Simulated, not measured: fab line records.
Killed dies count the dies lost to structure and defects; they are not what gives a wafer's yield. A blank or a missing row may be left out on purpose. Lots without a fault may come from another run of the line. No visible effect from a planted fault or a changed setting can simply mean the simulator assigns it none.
Chamber matching :: flow n5_finfet :: N5_BEOL_M11_ETCH_61 on rie_diel-03: 4 sister chambers
The step etches SiARC in CF4, target depth 39 nm, time 65 s. 14 wafers are shown with their chamber, then 7 later ones without.

== WAFERS WITH THEIR CHAMBER ==
wafer: L074.2
chamber: 3
throttle_valve_pct (%): 15.10
oes_product_au (a.u.): 0.76
etch_rf_on_time_s (s): 67.5

wafer: L074.5
chamber: 1
throttle_valve_pct (%): 15.86
oes_product_au (a.u.): 0.57
etch_rf_on_time_s (s): 68.7

wafer: L074.6
chamber: 2
throttle_valve_pct (%): 15.47
oes_product_au (a.u.): 0.70
etch_rf_on_time_s (s): 62.5

wafer: L076.1
chamber: 0
throttle_valve_pct (%): 15.49
oes_product_au (a.u.): 0.82
etch_rf_on_time_s (s): 64.4

wafer: L076.2
chamber: 2
throttle_valve_pct (%): 15.51
oes_product_au (a.u.): 0.69
etch_rf_on_time_s (s): 62.6

wafer: L076.5
chamber: 1
throttle_valve_pct (%): 15.87
oes_product_au (a.u.): 0.56
etch_rf_on_time_s (s): 69.5

wafer: L082.1
chamber: 3
throttle_valve_pct (%): 15.15
oes_product_au (a.u.): 0.74
etch_rf_on_time_s (s): 68.9

wafer: L082.5
chamber: 0
throttle_valve_pct (%): 15.51
oes_product_au (a.u.): 0.81
etch_rf_on_time_s (s): 64.6

wafer: L082.6
chamber: 1
throttle_valve_pct (%): 15.88
oes_product_au (a.u.): 0.56
etch_rf_on_time_s (s): 69.3

wafer: L080.1
chamber: 2
throttle_valve_pct (%): 15.51
oes_product_au (a.u.): 0.69
etch_rf_on_time_s (s): 62.7

wafer: L080.3
chamber: 0
throttle_valve_pct (%): 15.51
oes_product_au (a.u.): 0.80
etch_rf_on_time_s (s): 64.5

wafer: L080.4
chamber: 3
throttle_valve_pct (%): 15.14
oes_product_au (a.u.): 0.74
etch_rf_on_time_s (s): 68.0

wafer: L084.1
chamber: 0
throttle_valve_pct (%): 15.50
oes_product_au (a.u.): 0.82
etch_rf_on_time_s (s): 62.9

wafer: L084.3
chamber: 2
throttle_valve_pct (%): 15.50
oes_product_au (a.u.): 0.69
etch_rf_on_time_s (s): 62.3

SIGNATURES, as means of the wafers listed above
reading: throttle_valve_pct
chamber 0: 15.5025
chamber 1: 15.8700
chamber 2: 15.4975
chamber 3: 15.1300
scatter within a chamber: 0.0172

reading: oes_product_au
chamber 0: 0.8125
chamber 1: 0.5633
chamber 2: 0.6925
chamber 3: 0.7467
scatter within a chamber: 0.00827

reading: etch_rf_on_time_s
chamber 0: 64.100
chamber 1: 69.167
chamber 2: 62.525
chamber 3: 68.133
scatter within a chamber: 0.581
Rule: for a wafer and a chamber, the distance is found by dividing, reading by reading, the gap between the wafer's reading and the chamber's mean by the reading's scatter, squaring, summing and taking the root. The wafer belongs to the nearest chamber; if the next one is less than 2 further off, it can't be placed. The scatter: take each reading less its chamber's mean, square it, sum over the shown wafers, divide by the number of wafers less the number of chambers, and take the root.

== WAFERS MISSING THEIR CHAMBER ==
wafer: L084.6
throttle_valve_pct (%): 15.13
oes_product_au (a.u.): 0.74
etch_rf_on_time_s (s): 67.0

wafer: L094.2
throttle_valve_pct (%): 15.55
oes_product_au (a.u.): 0.66
etch_rf_on_time_s (s): 63.7

wafer: L094.4
throttle_valve_pct (%): 15.18
oes_product_au (a.u.): 0.72
etch_rf_on_time_s (s): 68.2

wafer: L094.6
throttle_valve_pct (%): 15.57
oes_product_au (a.u.): 0.65
etch_rf_on_time_s (s): 64.2

wafer: L096.2
throttle_valve_pct (%): 15.19
oes_product_au (a.u.): 0.71
etch_rf_on_time_s (s): 67.7

wafer: L096.4
throttle_valve_pct (%): 15.43
oes_product_au (a.u.): 0.79
etch_rf_on_time_s (s): 68.0

wafer: L096.6
throttle_valve_pct (%): 15.57
oes_product_au (a.u.): 0.75
etch_rf_on_time_s (s): 64.5

== CHAMBER TAKEN BY EACH ==
wafer: L084.6
from the rows above: 3
in truth: 3

wafer: L094.2
from the rows above: 2
in truth: 2

wafer: L094.4
from the rows above: 3
in truth: 3

wafer: L094.6
from the rows above: 2
in truth: 2

wafer: L096.2
from the rows above: 3
in truth: 3

wafer: L096.4
from the rows above: 0
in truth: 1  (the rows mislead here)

wafer: L096.6
from the rows above: can't be placed: 0 or 2
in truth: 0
Correct placement for 5 of the 7. Not placeable from these rows: 1 (in 1, the candidates include the true chamber). Placed wrongly: 1.
